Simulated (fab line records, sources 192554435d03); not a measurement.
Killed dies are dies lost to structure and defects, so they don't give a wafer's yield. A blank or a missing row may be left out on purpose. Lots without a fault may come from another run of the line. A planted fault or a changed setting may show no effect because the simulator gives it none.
Which tool did it? | flow n5_finfet | 9 lots, 26 wafers sampled, at 3 steps of a route of 1938

WHAT THE GAUGES READ, wafer by wafer
N5_MOL_CONTACT_COAG_CD_MEAS_99: target cd 17.2 nm.
lot  | measured     | on        | cd_nm (nm)
L951 | day 4 20:54  | cd_sem-01 | 16.2 17.6 17.0
L957 | day 6 08:30  | cd_sem-01 | 17.9 17.6 17.0
L959 | day 6 17:37  | cd_sem-03 | 16.3 17.2 17.3
L964 | day 7 20:28  | cd_sem-03 | 17.1 17.1 17.6
L967 | day 8 18:01  | cd_sem-03 | 17.3 17.7 16.6
L970 | day 9 09:15  | cd_sem-02 | 17.4 16.9 17.7
L971 | day 9 15:32  | cd_sem-03 | 16.6 16.8
L972 | day 10 00:15 | cd_sem-03 | 17.9 17.1 17.4
L974 | day 10 10:45 | cd_sem-03 | 17.6 16.4 17.1

WHICH TOOL RAN EACH LOT (tool, then ch and the chambers of the sampled wafers, then the start)
lot  | N5_MOL_CONTACT_COAG_ETCH_59        | N5_MOL_CONTACT_COAG_ETCH_15
L951 | rie_diel-02 ch 0,2,3, day 4 20:32  | rie_diel-02 ch 0,2,3, day 4 20:43
L957 | rie_diel-02 ch 0,1, day 6 08:08    | rie_diel-02 ch 0,1, day 6 08:19
L959 | rie_diel-02 ch 2,3, day 6 17:15    | rie_diel-02 ch 2,3, day 6 17:26
L964 | rie_diel-02 ch 2,3, day 7 20:06    | rie_diel-02 ch 2,3, day 7 20:17
L967 | rie_diel-02 ch 0,1,2, day 8 17:39  | rie_diel-02 ch 0,1,2, day 8 17:50
L970 | rie_diel-03 ch 1,2, day 9 08:53    | rie_diel-03 ch 1,2, day 9 09:04
L971 | rie_diel-03 ch 0,2, day 9 15:10    | rie_diel-03 ch 0,2, day 9 15:21
L972 | rie_diel-04 ch 0,3, day 9 23:53    | rie_diel-04 ch 0,3, day 10 00:04
L974 | rie_diel-04 ch 0,1,3, day 10 10:23 | rie_diel-04 ch 0,1,3, day 10 10:34
- N5_MOL_CONTACT_COAG_ETCH_59: etches underlayer in N2/H2, target depth 13 nm, time 10.4 s.
- N5_MOL_CONTACT_COAG_ETCH_15: etches SiNx in CH3F/O2, stops on Si:P, target depth 7 nm.

THE ANSWER, worked out from the rows above alone
Rule: what is usual is taken from the lots themselves. Put in order of their means at a reading, lots are off if they are a third of the lots or fewer, leave a main group of 4 or more, and stand apart from it by a gap of 3 or more times the standard deviation of the main group's means; of several such gaps the widest counts. A main group whose means are all the same, to the digits that the tables above print for the reading, isn't used. A lot without any number at a reading at which 4 lots or more have one is off too. The other lots that the step has rows for count as sound.
No lot is off at any reading shown: from this, nothing can be told.

WHAT THE SIMULATOR HAD PUT IN
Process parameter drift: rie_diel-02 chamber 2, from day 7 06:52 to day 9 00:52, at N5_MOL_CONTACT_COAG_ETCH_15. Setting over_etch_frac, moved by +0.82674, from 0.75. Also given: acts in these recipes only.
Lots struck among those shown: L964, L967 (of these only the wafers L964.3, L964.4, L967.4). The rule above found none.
